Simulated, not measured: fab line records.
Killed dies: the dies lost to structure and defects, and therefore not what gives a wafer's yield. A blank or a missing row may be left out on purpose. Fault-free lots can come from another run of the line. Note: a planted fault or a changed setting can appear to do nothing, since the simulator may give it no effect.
fab line records | flow n5Finfet
record: lots: 7 | wafers: 21 | lastDay: 18
route steps=1938 shown BEOL_M4@1086 PASSIVATION@1936
lots that met no fault: from a run of the same line without faults
startH: the number of hours between the record's first day and the start of the first shown wafer of the lot | waitH: how many hours have passed since the lot's step before this one | " as in the row above | L1.1+2: a row that stands for several wafers | - no value, or no start was given | * or withheld: withheld | < > ~ a bound
route shown NAME@n: NAME is a module with steps in the file, n the number in the route of the first one | usual: average and standard deviation across the fault-free wafers | same: alike in all rows | chamber/n: place in a boat | sites: readings site by site | _std_site: standard deviation of those values | _edge_site: the outer-site mean with the inner-site mean subtracted | radiusMm: for every site, how far away it sits from the centre of the wafer | mask NAME#n: copy n | behind: tool/chamber where the wafer was last shaped | hold: cause of the lot's hold/its duration in hours/its outcome | device: transistor that didn't switch, given as n, p or np | end of line: the tests these same wafers got at the end of their route | a step without rows: its recipe alone | killed: the dies lost at the first sort to structure and to defects; this is not the yield of the wafer | map: the dies of a wafer, with x for killed, . for not killed, _ for no die there
set.NAME: the setting as run; set.NAME@STEP: as run at that earlier step | model.NAME: the simulator's own value behind a step, which no gauge read
lots at selected steps of the route; one table per step, one row per wafer
== steps ==
step: N5_BEOL_M4_SPUTTER_79
recipe: material: Cu | targetThkA: 45 | tempC: -20 | chamberPressurePa: 0.07 | powerW: withheld | timeS: 8.29
step: N5_BEOL_M4_ANNEAL_80
recipe: tempC: 400 | timeS: 240 | ambient: vacuum
step: N5_BEOL_M4_SPUTTER_81
recipe: material: Cu | targetThkA: 45 | tempC: -20 | chamberPressurePa: 0.07 | powerW: withheld | timeS: 8.29
step: N5_BEOL_M4_ANNEAL_82
recipe: tempC: 400 | timeS: 240 | ambient: vacuum
step: N5_BEOL_M4_SPUTTER_86
recipe: material: Cu | targetThkA: 45 | tempC: -20 | chamberPressurePa: 0.07 | powerW: withheld | timeS: 8.29
usual: chamberPressurePa: 0.06999/0.00015 | chuckGasFlowSccm: 1.27/0.045 | throttleValvePct: 30.2/1
lot.wafer | tool          | chamber | startH | waitH | chamberPressurePa | chuckGasFlowSccm | throttleValvePct
L473.3    | pvdSputter-02 | -       | 207.16 | 0.1   | 0.07007           | 1.32             | 28.2
L473.4    | "             | -       | "      | "     | 0.07009           | 1.24             | 30.0
L473.5    | "             | -       | "      | "     | 0.06987           | 1.27             | 30.3
L476.2    | pvdSputter-01 | -       | 216.39 | 0.1   | 0.06963           | 1.23             | 30.6
L476.3    | "             | -       | "      | "     | 0.06974           | 1.29             | 29.8
L476.4    | "             | -       | "      | "     | 0.07007           | 1.30             | 29.4
L482.1    | pvdSputter-03 | -       | 258.84 | 0.1   | 0.07016           | 1.25             | 31.0
L482.4    | "             | -       | "      | "     | 0.07018           | 1.26             | 29.9
L482.6    | "             | -       | "      | "     | 0.07031           | 1.26             | 28.8
L484.4    | pvdSputter-01 | -       | 260.05 | 0.1   | 0.06965           | 1.28             | 29.6
L484.5    | "             | -       | "      | "     | 0.07011           | 1.25             | 30.7
L484.6    | "             | -       | "      | "     | 0.06993           | 1.24             | 29.8
L483.2    | pvdSputter-03 | -       | 264.40 | 0.1   | 0.06976           | 1.16             | 30.5
L483.3    | "             | -       | "      | "     | 0.0699            | 1.24             | 30.9
L483.6    | "             | -       | "      | "     | 0.06962           | 1.31             | 29.2
L485.1    | pvdSputter-01 | -       | 280.99 | 0.1   | 0.06968           | 1.33             | 30.8
L485.2    | "             | -       | "      | "     | 0.07011           | 1.25             | 30.5
L485.4    | "             | -       | "      | "     | 0.07007           | 1.26             | 29.8
L487.1    | pvdSputter-03 | -       | 300.87 | 0.1   | 0.07008           | 1.25             | 30.4
L487.3    | "             | -       | "      | "     | 0.07008           | 1.30             | 31.3
L487.5    | "             | -       | "      | "     | 0.07002           | 1.35             | 31.1
step: N5_BEOL_M4_ANNEAL_87
recipe: tempC: 400 | timeS: 240 | ambient: vacuum
step: N5_BEOL_M4_SPUTTER_88
recipe: material: Cu | targetThkA: 45 | tempC: -20 | chamberPressurePa: 0.07 | powerW: withheld | timeS: 8.29
usual: chamberPressurePa: 0.06999/0.00017 | chuckGasFlowSccm: 1.28/0.049 | throttleValvePct: 30.2/1
lot.wafer | tool          | chamber | startH | waitH | chamberPressurePa | chuckGasFlowSccm | throttleValvePct
L473.3    | pvdSputter-02 | -       | 207.38 | 0.1   | 0.07017           | 1.25             | 28.1
L473.4    | "             | -       | "      | "     | 0.06992           | 1.32             | 30.2
L473.5    | "             | -       | "      | "     | 0.06973           | 1.27             | 30.5
L476.2    | pvdSputter-01 | -       | 216.61 | 0.1   | 0.07011           | 1.25             | 30.6
L476.3    | "             | -       | "      | "     | 0.06989           | 1.28             | 29.8
L476.4    | "             | -       | "      | "     | 0.07041           | 1.25             | 29.8
L482.1    | pvdSputter-03 | -       | 259.06 | 0.1   | 0.07019           | 1.31             | 31.0
L482.4    | "             | -       | "      | "     | 0.06997           | 1.32             | 29.9
L482.6    | "             | -       | "      | "     | 0.06991           | 1.28             | 28.7
L484.4    | pvdSputter-01 | -       | 260.27 | 0.1   | 0.06993           | 1.27             | 30.0
L484.5    | "             | -       | "      | "     | 0.0699            | 1.27             | 30.9
L484.6    | "             | -       | "      | "     | 0.06977           | 1.24             | 29.4
L483.2    | pvdSputter-03 | -       | 264.62 | 0.1   | 0.06989           | 1.21             | 30.4
L483.3    | "             | -       | "      | "     | 0.06999           | 1.25             | 30.9
L483.6    | "             | -       | "      | "     | 0.07008           | 1.32             | 28.9
L485.1    | pvdSputter-01 | -       | 281.21 | 0.1   | 0.06989           | 1.24             | 30.8
L485.2    | "             | -       | "      | "     | 0.06987           | 1.26             | 30.7
L485.4    | "             | -       | "      | "     | 0.07024           | 1.28             | 29.7
L487.1    | pvdSputter-03 | -       | 301.09 | 0.1   | 0.06993           | 1.29             | 30.6
L487.3    | "             | -       | "      | "     | 0.07008           | 1.30             | 30.9
L487.5    | "             | -       | "      | "     | 0.07001           | 1.26             | 31.1
step: N5_BEOL_M4_ANNEAL_89
recipe: tempC: 400 | timeS: 240 | ambient: vacuum
step: N5_BEOL_M4_SPUTTER_90
recipe: material: Cu | targetThkA: 45 | tempC: -20 | chamberPressurePa: 0.07 | powerW: withheld | timeS: 8.29
usual: chamberPressurePa: 0.07/0.00014 | chuckGasFlowSccm: 1.27/0.052 | throttleValvePct: 30.2/1
lot.wafer | tool          | chamber | startH | waitH | chamberPressurePa | chuckGasFlowSccm | throttleValvePct
L473.3    | pvdSputter-02 | -       | 207.60 | 0.1   | 0.06968           | 1.32             | 28.2
L473.4    | "             | -       | "      | "     | 0.06997           | 1.27             | 30.1
L473.5    | "             | -       | "      | "     | 0.06992           | 1.23             | 30.7
L476.2    | pvdSputter-01 | -       | 216.83 | 0.1   | 0.06997           | 1.20             | 30.8
L476.3    | "             | -       | "      | "     | 0.07003           | 1.28             | 29.8
L476.4    | "             | -       | "      | "     | 0.07035           | 1.19             | 29.6
L482.1    | pvdSputter-03 | -       | 259.28 | 0.1   | 0.07025           | 1.34             | 30.8
L482.4    | "             | -       | "      | "     | 0.06979           | 1.29             | 29.9
L482.6    | "             | -       | "      | "     | 0.07006           | 1.29             | 29.3
L484.4    | pvdSputter-01 | -       | 260.49 | 0.1   | 0.07003           | 1.24             | 29.8
L484.5    | "             | -       | "      | "     | 0.06997           | 1.22             | 30.6
L484.6    | "             | -       | "      | "     | 0.07007           | 1.24             | 29.8
L483.2    | pvdSputter-03 | -       | 264.84 | 0.1   | 0.06994           | 1.35             | 30.3
L483.3    | "             | -       | "      | "     | 0.07022           | 1.22             | 31.0
L483.6    | "             | -       | "      | "     | 0.06992           | 1.29             | 28.9
L485.1    | pvdSputter-01 | -       | 281.43 | 0.1   | 0.07018           | 1.32             | 31.1
L485.2    | "             | -       | "      | "     | 0.07001           | 1.28             | 30.8
L485.4    | "             | -       | "      | "     | 0.07008           | 1.29             | 29.8
L487.1    | pvdSputter-03 | -       | 301.31 | 0.1   | 0.06996           | 1.29             | 30.8
L487.3    | "             | -       | "      | "     | 0.07017           | 1.13             | 30.7
L487.5    | "             | -       | "      | "     | 0.0698            | 1.29             | 31.0
step: N5_BEOL_M4_ANNEAL_91
recipe: tempC: 400 | timeS: 240 | ambient: vacuum
usual: heaterPowerW: 828/88
lot.wafer | tool          | chamber | startH | waitH | heaterPowerW
L473.3    | pvdSputter-02 | -       | 207.68 | 0.0   | 862
L473.4    | "             | -       | "      | "     | 785
L473.5    | "             | -       | "      | "     | 979
L476.2    | pvdSputter-01 | -       | 216.91 | 0.0   | 864
L476.3    | "             | -       | "      | "     | 825
L476.4    | "             | -       | "      | "     | 674
L482.1    | pvdSputter-03 | -       | 259.36 | 0.0   | 706
L482.4    | "             | -       | "      | "     | 818
L482.6    | "             | -       | "      | "     | 827
L484.4    | pvdSputter-01 | -       | 260.57 | 0.0   | 799
L484.5    | "             | -       | "      | "     | 859
L484.6    | "             | -       | "      | "     | 807
L483.2    | pvdSputter-03 | -       | 264.92 | 0.0   | 771
L483.3    | "             | -       | "      | "     | 699
L483.6    | "             | -       | "      | "     | 860
L485.1    | pvdSputter-01 | -       | 281.51 | 0.0   | 871
L485.2    | "             | -       | "      | "     | 869
L485.4    | "             | -       | "      | "     | 803
L487.1    | pvdSputter-03 | -       | 301.39 | 0.0   | 760
L487.3    | "             | -       | "      | "     | 708
L487.5    | "             | -       | "      | "     | 705
step: N5_BEOL_M4_SPUTTER_92
recipe: material: Cu | targetThkA: 45 | tempC: -20 | chamberPressurePa: 0.07 | powerW: withheld | timeS: 8.29
step: N5_BEOL_M4_ANNEAL_93
recipe: tempC: 400 | timeS: 240 | ambient: vacuum
step: N5_BEOL_M4_SPUTTER_94
recipe: material: Cu | targetThkA: 45 | tempC: -20 | chamberPressurePa: 0.07 | powerW: withheld | timeS: 8.29
usual: chamberPressurePa: 0.06997/0.00014 | chuckGasFlowSccm: 1.27/0.054 | throttleValvePct: 30.2/1
lot.wafer | tool          | chamber | startH | waitH | chamberPressurePa | chuckGasFlowSccm | throttleValvePct
L473.3    | pvdSputter-02 | -       | 208.04 | 0.1   | 0.06989           | 1.23             | 28.1
L473.4    | "             | -       | "      | "     | 0.07009           | 1.16             | 30.1
L473.5    | "             | -       | "      | "     | 0.07014           | 1.22             | 30.6
L476.2    | pvdSputter-01 | -       | 217.27 | 0.1   | 0.07009           | 1.29             | 30.8
L476.3    | "             | -       | "      | "     | 0.06989           | 1.16             | 29.7
L476.4    | "             | -       | "      | "     | 0.07021           | 1.31             | 29.9
L482.1    | pvdSputter-03 | -       | 259.72 | 0.1   | -                 | -                | -
L482.4    | "             | -       | "      | "     | -                 | -                | -
L482.6    | "             | -       | "      | "     | -                 | -                | -
L484.4    | pvdSputter-01 | -       | 260.93 | 0.1   | -                 | -                | -
L484.5    | "             | -       | "      | "     | -                 | -                | -
L484.6    | "             | -       | "      | "     | -                 | -                | -
L483.2    | pvdSputter-03 | -       | 265.28 | 0.1   | -                 | -                | -
L483.3    | "             | -       | "      | "     | -                 | -                | -
L483.6    | "             | -       | "      | "     | -                 | -                | -
L485.1    | pvdSputter-01 | -       | 281.87 | 0.1   | 0.07006           | 1.30             | 30.8
L485.2    | "             | -       | "      | "     | 0.06987           | 1.21             | 30.8
L485.4    | "             | -       | "      | "     | 0.06981           | 1.27             | 29.8
L487.1    | pvdSputter-03 | -       | 301.75 | 0.1   | 0.07014           | 1.26             | 30.6
L487.3    | "             | -       | "      | "     | 0.06996           | 1.30             | 30.8
L487.5    | "             | -       | "      | "     | 0.06988           | 1.35             | 31.0
step: N5_BEOL_M4_ANNEAL_95
recipe: tempC: 400 | timeS: 240 | ambient: vacuum
usual: heaterPowerW: 827/89
lot.wafer | tool          | chamber | startH | waitH | heaterPowerW
L473.3    | pvdSputter-02 | -       | 208.12 | 0.0   | 888
L473.4    | "             | -       | "      | "     | 804
L473.5    | "             | -       | "      | "     | 989
L476.2    | pvdSputter-01 | -       | 217.35 | 0.0   | 867
L476.3    | "             | -       | "      | "     | 801
L476.4    | "             | -       | "      | "     | 710
L482.1    | pvdSputter-03 | -       | 259.80 | 0.0   | 725
L482.4    | "             | -       | "      | "     | 796
L482.6    | "             | -       | "      | "     | 866
L484.4    | pvdSputter-01 | -       | 261.01 | 0.0   | 807
L484.5    | "             | -       | "      | "     | 872
L484.6    | "             | -       | "      | "     | 801
L483.2    | pvdSputter-03 | -       | 265.36 | 0.0   | 773
L483.3    | "             | -       | "      | "     | 712
L483.6    | "             | -       | "      | "     | 843
L485.1    | pvdSputter-01 | -       | 281.95 | 0.0   | 868
L485.2    | "             | -       | "      | "     | 886
L485.4    | "             | -       | "      | "     | 809
L487.1    | pvdSputter-03 | -       | 301.83 | 0.0   | 784
L487.3    | "             | -       | "      | "     | 689
L487.5    | "             | -       | "      | "     | 712
step: N5_BEOL_M4_RC_MEAS_101
usual: DIBL_N: 36.4/1.4 | DIBL_P: 36.3/1.8 | IOFF_N: 0.163/0.024 | IOFF_P: 0.21/0.034 | ION_N: 673/11 | ION_P: 461/7.4 | SS_N: 71.6/0.52 | SS_P: 73.3/0.58 | VT_N: 249.4/2.5 | VT_P: -250/3.5
lot.wafer | tool      | chamber | startH | waitH | DIBL_N[mV/V] | DIBL_P[mV/V] | IOFF_N[nA/um] | IOFF_P[nA/um] | ION_N[uA/um] | ION_P[uA/um] | SS_N[mV/dec] | SS_P[mV/dec] | VT_N[mV] | VT_P[mV]
L473.3    | prober-01 | 0       | 209.68 | 0.3   | 35.8         | 37.3         | 0.170         | 0.23          | 674          | 460          | 71.6         | 73.3         | 250.7    | -249
L473.4    | "         | 0       | "      | "     | 34.4         | 35.1         | 0.139         | 0.18          | 665          | 459          | 72.3         | 72.9         | 252.4    | -252
L473.5    | "         | 0       | "      | "     | 34.8         | 35.1         | 0.148         | 0.18          | 653          | 452          | 72.1         | 73.4         | 255.3    | -253
L476.2    | prober-02 | 0       | 218.75 | 0.2   | 36.6         | 36.8         | 0.184         | 0.21          | 695          | 472          | 71.4         | 73.4         | 244.8    | -251
L476.3    | "         | 0       | "      | "     | 36.4         | 36.9         | 0.178         | 0.22          | 694          | 471          | 71.0         | 73.2         | 248.3    | -251
L476.4    | "         | 0       | "      | "     | 38.0         | 39.1         | 0.220         | 0.27          | 696          | 476          | 71.2         | 73.9         | 244.8    | -247
L482.1    | prober-02 | 0       | 261.05 | 0.0   | 34.6         | 32.7         | 0.121         | 0.16          | 655          | 447          | 71.0         | 72.4         | 251.4    | -255
L482.4    | "         | 0       | "      | "     | 34.6         | 32.4         | 0.115         | 0.16          | 654          | 450          | 72.2         | 72.7         | 253.5    | -251
L482.6    | "         | 0       | "      | "     | 36.9         | 35.5         | 0.153         | 0.19          | 672          | 457          | 72.0         | 73.4         | 249.1    | -252
L484.4    | prober-01 | 0       | 262.71 | 0.5   | 36.8         | 36.5         | 0.158         | 0.19          | 669          | 453          | 71.3         | 73.4         | 252.7    | -253
L484.5    | "         | 0       | "      | "     | 37.0         | 36.5         | 0.169         | 0.20          | 677          | 458          | 71.7         | 73.2         | 247.5    | -253
L484.6    | "         | 0       | "      | "     | 35.5         | 34.9         | 0.144         | 0.18          | 667          | 452          | 71.0         | 73.3         | 249.9    | -255
L483.2    | prober-01 | 0       | 266.76 | 0.2   | 35.9         | 36.8         | 0.161         | 0.21          | 685          | 467          | 71.5         | 73.3         | 248.3    | -249
L483.3    | "         | 0       | "      | "     | 35.8         | 36.6         | 0.169         | 0.20          | 693          | 466          | 70.8         | 72.5         | 246.7    | -248
L483.6    | "         | 0       | "      | "     | 35.4         | 35.5         | 0.153         | 0.19          | 673          | 458          | 70.7         | 72.3         | 248.1    | -251
L485.1    | prober-02 | 0       | 283.19 | 0.0   | 37.8         | 37.7         | 0.169         | 0.22          | 681          | 460          | 71.9         | 73.9         | 251.2    | -252
L485.2    | "         | 0       | "      | "     | 37.1         | 37.0         | 0.157         | 0.20          | 681          | 460          | 71.5         | 73.7         | 251.3    | -251
L485.4    | "         | 0       | "      | "     | 35.8         | 35.7         | 0.136         | 0.18          | 669          | 460          | 70.8         | 73.6         | 252.2    | -252
L487.1    | prober-02 | 0       | 303.08 | 0.0   | 36.6         | 37.1         | 0.174         | 0.23          | 684          | 471          | 71.2         | 73.2         | 246.6    | -247
L487.3    | "         | 0       | "      | "     | 34.5         | 33.6         | 0.128         | 0.18          | 667          | 461          | 70.7         | 71.8         | 250.9    | -250
L487.5    | "         | 0       | "      | "     | 37.4         | 37.7         | 0.185         | 0.24          | 687          | 471          | 71.4         | 72.7         | 246.8    | -248
step: N5_PASSIVATION_PROBE_49
usual: defectLimitedYield: 91.4/1.6 | killed_at_M0_to_M3: 34/12 | killed_at_M4_up: 13/5.2 | killedAtContacts: 11/5.5 | killedAtFrontEnd: 40/13 | killedAtOther: 3.4/2.7 | killedDies: 102/19 | killedOnRim: 13/4.3 | killedOpen: 66/15 | killedShort: 33/7.9 | sort_bin_5_function: 5.1/1.1 | sort_bin_6_memory: 3.2/0.7 | sortNPass: 1078/19 | sortYieldPct: 91.4/1.6
same: grossDies: 1180 | killedAtBackSide: 0 | sort_bin_4_leakage[%]: 0 | sort_bin_8_speed[%]: 0
lot.wafer | tool      | chamber | startH | waitH | defectLimitedYield[%] | killed_at_M0_to_M3 | killed_at_M4_up | killedAtContacts | killedAtFrontEnd | killedAtOther | killedDies | killedOnRim | killedOpen | killedShort | sort_bin_5_function[%] | sort_bin_6_memory[%] | sortNPass | sortYieldPct[%]
L473.3    | prober-01 | -       | 320.04 | 0.1   | 91.2                  | 30                 | 13              | 5                | 54               | 2             | 104        | 11          | 64         | 35          | 5.3                    | 3.1                  | 1076      | 91.2
L473.4    | prober-01 | -       | 320.09 | 0.2   | 90.7                  | 47                 | 13              | 10               | 40               | 0             | 110        | 12          | 68         | 37          | 6.2                    | 3.1                  | 1070      | 90.7
L473.5    | prober-01 | -       | 320.14 | 0.2   | 92.3                  | 29                 | 13              | 1                | 46               | 2             | 91         | 11          | 58         | 30          | 5.2                    | 2.2                  | 1089      | 92.3
L476.2    | prober-02 | -       | 321.72 | 0.1   | 91.8                  | 33                 | 7               | 8                | 46               | 3             | 97         | 9           | 72         | 24          | 5.4                    | 2.7                  | 1083      | 91.8
L476.3    | prober-02 | -       | 321.77 | 0.1   | 90.8                  | 29                 | 19              | 20               | 36               | 4             | 108        | 16          | 70         | 37          | 4.8                    | 3.8                  | 1072      | 90.8
L476.4    | prober-02 | -       | 321.82 | 0.2   | 91.6                  | 32                 | 6               | 9                | 45               | 7             | 99         | 9           | 70         | 28          | 4.8                    | 3.0                  | 1081      | 91.6
L483.2    | prober-01 | -       | 370.70 | 0.1   | 92.0                  | 27                 | 17              | 3                | 46               | 1             | 94         | 14          | 61         | 29          | 4.8                    | 3.0                  | 1086      | 92.0
L483.3    | prober-01 | -       | 370.75 | 0.1   | 88.8                  | 33                 | 13              | 7                | 77               | 2             | 132        | 17          | 76         | 54          | 6.6                    | 3.9                  | 1048      | 88.8
L483.6    | prober-01 | -       | 370.90 | 0.3   | 89.6                  | 41                 | 19              | 13               | 50               | 0             | 123        | 17          | 91         | 29          | 7.2                    | 3.1                  | 1057      | 89.6
L482.1    | prober-02 | -       | 371.78 | 0.0   | 91.5                  | 30                 | 12              | 22               | 35               | 1             | 100        | 14          | 64         | 26          | 5.1                    | 3.3                  | 1080      | 91.5
L482.4    | prober-02 | -       | 371.93 | 0.2   | 93.6                  | 11                 | 16              | 12               | 33               | 4             | 76         | 13          | 47         | 16          | 3.6                    | 2.3                  | 1104      | 93.6
L482.6    | prober-02 | -       | 372.03 | 0.3   | 92.0                  | 25                 | 18              | 15               | 32               | 4             | 94         | 14          | 49         | 36          | 4.0                    | 3.4                  | 1086      | 92.0
L484.4    | prober-02 | -       | 382.23 | 0.2   | 92.7                  | 15                 | 18              | 20               | 33               | 0             | 86         | 9           | 52         | 30          | 4.3                    | 2.5                  | 1094      | 92.7
L484.5    | prober-02 | -       | 382.28 | 0.2   | 90.9                  | 22                 | 19              | 24               | 42               | 0             | 107        | 12          | 60         | 39          | 4.8                    | 4.1                  | 1073      | 90.9
L484.6    | prober-02 | -       | 382.33 | 0.3   | 93.2                  | 17                 | 18              | 5                | 38               | 2             | 80         | 9           | 55         | 18          | 3.6                    | 3.1                  | 1100      | 93.2
L485.1    | prober-02 | -       | 398.27 | 0.0   | 88.7                  | 36                 | 9               | 21               | 65               | 2             | 133        | 17          | 87         | 44          | 6.7                    | 4.2                  | 1047      | 88.7
L485.2    | prober-02 | -       | 398.32 | 0.1   | 89.1                  | 44                 | 17              | 8                | 60               | 0             | 129        | 19          | 90         | 38          | 6.7                    | 4.2                  | 1051      | 89.1
L485.4    | prober-02 | -       | 398.42 | 0.2   | 89.8                  | 55                 | 15              | 10               | 36               | 4             | 120        | 11          | 72         | 43          | 5.8                    | 3.9                  | 1060      | 89.8
L487.1    | prober-01 | -       | 422.22 | 0.0   | 89.7                  | 38                 | 14              | 2                | 66               | 1             | 121        | 15          | 84         | 33          | 5.8                    | 4.1                  | 1059      | 89.7
L487.3    | prober-01 | -       | 422.32 | 0.1   | 88.6                  | 43                 | 21              | 13               | 56               | 2             | 135        | 20          | 100        | 33          | 6.2                    | 4.8                  | 1045      | 88.6
L487.5    | prober-01 | -       | 422.42 | 0.2   | 90.6                  | 37                 | 18              | 9                | 43               | 4             | 111        | 18          | 80         | 26          | 5.2                    | 3.7                  | 1069      | 90.6
killed by level:class
L473.3 GATE_CUT:geometricParticle:short=10 BEOL_M0_SAQP:geometricParticle:short=10 FIN_SAQP:geometricParticle:short=7 DUMMY_GATE:geometricParticle:open=7 BEOL_M0_SAQP:geometricParticle:open=7 BEOL_M1:geometricParticle:open=7 STI_FIN_REVEAL:geometricParticle:open=6 ILD0:geometricParticle:open=5
L473.4 BEOL_M0_SAQP:geometricParticle:short=16 BEOL_M0_SAQP:geometricParticle:open=10 BEOL_M1:geometricParticle:open=10 MOL_CONTACT_COAG:geometricParticle:open=9 FIN_SAQP:geometricParticle:short=7 DUMMY_GATE:geometricParticle:open=7 GATE_CUT:geometricParticle:open=7 BEOL_M13:coatMicrobubblePrinted=5
L473.5 BEOL_M1:geometricParticle:open=11 DUMMY_GATE:geometricParticle:open=9 STARTING-WAFER:geometricParticle:open=7 FIN_SAQP:geometricParticle:short=6 BEOL_M0_SAQP:geometricParticle:open=6 STI_FIN_REVEAL:geometricParticle:open=5 BEOL_M0_SAQP:geometricParticle:short=5 STI_FIN_REVEAL:geometricParticle:short=4
L476.2 STI_FIN_REVEAL:geometricParticle:open=12 FIN_SAQP:geometricParticle:open=9 BEOL_M0_SAQP:geometricParticle:open=8 BEOL_M2:geometricParticle:open=8 MOL_CONTACT_COAG:geometricParticle:open=7 BEOL_M0:geometricParticle:open=5 FIN_SAQP:geometricParticle:short=4 ILD0:geometricParticle:short=4
L476.3 MOL_CONTACT_COAG:geometricParticle:open=17 BEOL_M0_SAQP:geometricParticle:short=12 BEOL_M0_SAQP:geometricParticle:open=10 BEOL_M4:geometricParticle:open=8 FIN_SAQP:geometricParticle:open=7 STI_FIN_REVEAL:geometricParticle:open=6 ILD0:geometricParticle:open=5 FIN_SAQP:geometricParticle:short=4
L476.4 STI_FIN_REVEAL:geometricParticle:open=20 BEOL_M0_SAQP:geometricParticle:open=9 MOL_CONTACT_COAG:geometricParticle:open=8 BEOL_M0_SAQP:geometricParticle:short=8 BEOL_M2:geometricParticle:open=7 STARTING-WAFER:geometricParticle:open=6 FIN_SAQP:geometricParticle:short=5 FIN_SAQP:geometricParticle:open=5
L483.2 FIN_SAQP:geometricParticle:open=15 FIN_SAQP:geometricParticle:short=9 BEOL_M2:geometricParticle:open=8 GATE_CUT:geometricParticle:open=5 GATE_CUT:geometricParticle:short=4 BEOL_M0_SAQP:geometricParticle:open=4 BEOL_M0_SAQP:geometricParticle:short=4 BEOL_M0:geometricParticle:open=4
L483.3 FIN_SAQP:geometricParticle:short=23 STI_FIN_REVEAL:geometricParticle:open=18 FIN_SAQP:geometricParticle:open=12 BEOL_M0_SAQP:geometricParticle:open=8 BEOL_M3:geometricParticle:open=8 MOL_CONTACT_COAG:geometricParticle:open=6 STI_FIN_REVEAL:geometricParticle:short=5 BEOL_M0:geometricParticle:open=5
L483.6 FIN_SAQP:geometricParticle:open=16 FIN_SAQP:geometricParticle:short=12 BEOL_M0_SAQP:geometricParticle:open=12 MOL_CONTACT_COAG:geometricParticle:open=11 BEOL_M2:geometricParticle:open=8 STI_FIN_REVEAL:geometricParticle:open=7 BEOL_M1:geometricParticle:open=7 DUMMY_GATE:geometricParticle:open=5
L482.1 MOL_CONTACT_COAG:geometricParticle:open=19 BEOL_M0_SAQP:geometricParticle:open=10 BEOL_M0_SAQP:geometricParticle:short=9 FIN_SAQP:geometricParticle:open=8 BEOL_M4:interfaceVoidOpened=8 FIN_SAQP:geometricParticle:short=7 STI_FIN_REVEAL:geometricParticle:open=5 STARTING-WAFER:geometricParticle:open=5
L482.4 MOL_CONTACT_COAG:geometricParticle:open=12 FIN_SAQP:geometricParticle:open=10 DUMMY_GATE:geometricParticle:open=8 BEOL_M4:interfaceVoidOpened=8 FIN_SAQP:geometricParticle:short=5 BEOL_M9:geometricParticle:open=4 PASS1_CAP:geometricParticle:short=4 HKMG_FIN:areaEtch=3
L482.6 MOL_CONTACT_COAG:geometricParticle:open=11 BEOL_M4:interfaceVoidOpened=7 FIN_SAQP:geometricParticle:short=6 DUMMY_GATE:geometricParticle:open=6 BEOL_M1:geometricParticle:short=6 MOL_CONTACT_COAG:geometricParticle:short=4 BEOL_M3:geometricParticle:open=4 BEOL_M6:geometricParticle:open=4
L484.4 MOL_CONTACT_COAG:geometricParticle:open=15 FIN_SAQP:geometricParticle:open=9 FIN_SAQP:geometricParticle:short=8 STI_FIN_REVEAL:geometricParticle:open=6 MOL_CONTACT_COAG:geometricParticle:short=5 BEOL_M0_SAQP:geometricParticle:short=5 BEOL_M0_SAQP:geometricParticle:open=5 STARTING-WAFER:geometricParticle:short=4
L484.5 MOL_CONTACT_COAG:geometricParticle:open=19 FIN_SAQP:geometricParticle:short=13 BEOL_M4:interfaceVoidOpened=8 STI_FIN_REVEAL:geometricParticle:open=6 FIN_SAQP:geometricParticle:open=5 MOL_CONTACT_COAG:geometricParticle:short=5 BEOL_M0_SAQP:geometricParticle:open=5 STARTING-WAFER:geometricParticle:short=5
L484.6 FIN_SAQP:geometricParticle:open=15 FIN_SAQP:geometricParticle:short=8 BEOL_M0_SAQP:geometricParticle:open=8 BEOL_M4:interfaceVoidOpened=6 MOL_CONTACT_COAG:geometricParticle:open=5 BEOL_M3:geometricParticle:open=4 DUMMY_GATE:geometricParticle:open=3 STARTING-WAFER:geometricParticle:open=3
L485.1 FIN_SAQP:geometricParticle:open=16 STI_FIN_REVEAL:geometricParticle:open=15 MOL_CONTACT_COAG:geometricParticle:open=14 FIN_SAQP:geometricParticle:short=12 BEOL_M1:geometricParticle:open=8 MOL_CONTACT_COAG:geometricParticle:short=7 BEOL_M0_SAQP:geometricParticle:open=7 BEOL_M2:geometricParticle:open=7
L485.2 STI_FIN_REVEAL:geometricParticle:open=23 BEOL_M0_SAQP:geometricParticle:short=11 BEOL_M1:geometricParticle:open=11 BEOL_M4:geometricParticle:open=9 BEOL_M0_SAQP:geometricParticle:open=9 STI_FIN_REVEAL:geometricParticle:short=7 FIN_SAQP:geometricParticle:short=6 DUMMY_GATE:geometricParticle:open=6
L485.4 BEOL_M0_SAQP:geometricParticle:short=19 BEOL_M0_SAQP:geometricParticle:open=15 STI_FIN_REVEAL:geometricParticle:open=9 MOL_CONTACT_COAG:geometricParticle:open=8 FIN_SAQP:geometricParticle:open=6 DUMMY_GATE:geometricParticle:open=6 BEOL_M2:geometricParticle:open=6 BEOL_M2:geometricParticle:short=4
L487.1 STI_FIN_REVEAL:geometricParticle:open=27 BEOL_M1:geometricParticle:open=11 BEOL_M0_SAQP:geometricParticle:short=10 BEOL_M0_SAQP:geometricParticle:open=10 FIN_SAQP:geometricParticle:open=8 BEOL_M4:geometricParticle:open=8 FIN_SAQP:geometricParticle:short=5 STI_FIN_REVEAL:geometricParticle:short=5
L487.3 FIN_SAQP:geometricParticle:open=15 BEOL_M0_SAQP:geometricParticle:open=15 STI_FIN_REVEAL:geometricParticle:open=13 BEOL_M1:geometricParticle:open=13 BEOL_M4:geometricParticle:open=12 MOL_CONTACT_COAG:geometricParticle:open=11 BEOL_M0_SAQP:geometricParticle:short=8 DUMMY_GATE:geometricParticle:open=7
L487.5 FIN_SAQP:geometricParticle:open=19 BEOL_M0_SAQP:geometricParticle:short=12 STI_FIN_REVEAL:geometricParticle:open=11 BEOL_M0_SAQP:geometricParticle:open=11 BEOL_M4:geometricParticle:open=10 MOL_CONTACT_COAG:geometricParticle:open=9 BEOL_M1:geometricParticle:open=8 FIN_SAQP:geometricParticle:short=4
== key ==
firstSign: step: N5_BEOL_M4_SPUTTER_94 | reading: toolRecord | direction: missing
effect none on later readings
metAt N5_BEOL_M4_SPUTTER_94
struckWafers L482.1,L482.4,L482.6,L483.2,L483.3,L483.6,L484.4,L484.5,L484.6
onsetBetween 217.27 259.72
fault: kind: skippedStepWhole | tool: pvdSputter-01,pvdSputter-03 | chamber: - | onsetH: 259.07 | steps: N5_BEOL_M4_SPUTTER_94 | scope: struckLotsOnly
